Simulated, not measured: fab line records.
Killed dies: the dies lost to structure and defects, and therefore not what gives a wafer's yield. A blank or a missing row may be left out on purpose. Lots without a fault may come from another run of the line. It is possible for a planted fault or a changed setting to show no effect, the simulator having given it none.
3 desks, one fault / flow nand harc / every desk sees just its own numbers, and what lay behind them comes last

THE DEFECT DESK
What the inspections along the route counted, lot by lot: means of the sampled wafers that have a number. A lot is out of limits, marked OUT, if its mean lies more than 4 standard deviations from the usual mean; the brackets give that distance.
Columns: A = raw defect count at NHARC_A_CONTACT_INSPECT_23, usual 464
lot=L771; first seen here=day 17 11:43; A=369
lot=L772; first seen here=day 17 12:28; A=399
lot=L770; first seen here=day 17 22:21; A=301
lot=L775; first seen here=day 18 07:35; A=631
lot=L776; first seen here=day 18 13:14; A=678
lot=L773; first seen here=day 18 18:58; A=530
lot=L774; first seen here=day 19 03:58; A=481
lot=L777; first seen here=day 19 06:15; A=514
lot=L778; first seen here=day 19 16:37; A=429
lot=L783; first seen here=day 21 11:48; A=358
lot=L791; first seen here=day 22 09:55; A=536
lot=L792; first seen here=day 22 22:33; A=292
This desk's verdict: no lot among the 12 shows anything out of limits.

FROM THE METROLOGY DESK
Means of the sampled wafers that have a number, per lot and without regard to the tool the lot ran on: this is what the gauges read. A lot is out of limits, marked OUT, if its mean lies more than 4 standard deviations from the usual mean; the brackets give that distance.
Columns: A = cd nm at NHARC_A_BLC_CD_MEAS_10, usual 99.8 nm
lot=L771; first seen here=day 17 12:07; A=99.5
lot=L772; first seen here=day 17 12:59; A=100.0
lot=L770; first seen here=day 17 22:52; A=100.5
lot=L775; first seen here=day 18 08:06; A=99.6
lot=L776; first seen here=day 18 13:44; A=98.9
lot=L773; first seen here=day 18 19:29; A=100.3
lot=L774; first seen here=day 19 04:29; A=99.6
lot=L777; first seen here=day 19 06:46; A=100.1
lot=L778; first seen here=day 19 17:08; A=99.2
lot=L783; first seen here=day 21 12:19; A=99.9
lot=L791; first seen here=day 22 10:25; A=99.7
lot=L792; first seen here=day 22 22:56; A=100.2
This desk's verdict: no lot among the 12 shows anything out of limits.

DESK OF THE TOOL OWNER: cvd w-02
The tool's own readings at NHARC_A_BLC_CVD_24 (deposits W, target thk 150 nm, time 434 s): means of the sampled wafers that have a number, for each lot that ran on this tool. A lot is out of limits, marked OUT, if its mean lies more than 4 standard deviations from the usual mean; the brackets give that distance.
Columns: A = heater power w at NHARC_A_BLC_CVD_24, usual 443 W; B = throttle valve pct at NHARC_A_BLC_CVD_24, usual 7.8 %
lot=L771; first seen here=day 17 21:57; A=436; B=7.8
lot=L772; first seen here=day 17 22:14; A=437; B=7.8
lot=L770; first seen here=day 18 02:01; A=473; B=7.4
lot=L775; first seen here=day 18 12:45; A=463; B=7.6
lot=L773; first seen here=day 19 02:16; A=435; B=7.7
lot=L777; first seen here=day 19 08:59; A=469; B=7.6
lot=L778; first seen here=day 19 23:57; A=435; B=7.7
This desk's verdict: no lot among the 7 shows anything out of limits.

PUT TOGETHER
Nothing the defect desk looked at was out of limits.
At the metrology desk, nothing out of limits was observed.
Nothing out of limits was seen by the tool owner's desk.

WHAT THE SIMULATOR PUT IN
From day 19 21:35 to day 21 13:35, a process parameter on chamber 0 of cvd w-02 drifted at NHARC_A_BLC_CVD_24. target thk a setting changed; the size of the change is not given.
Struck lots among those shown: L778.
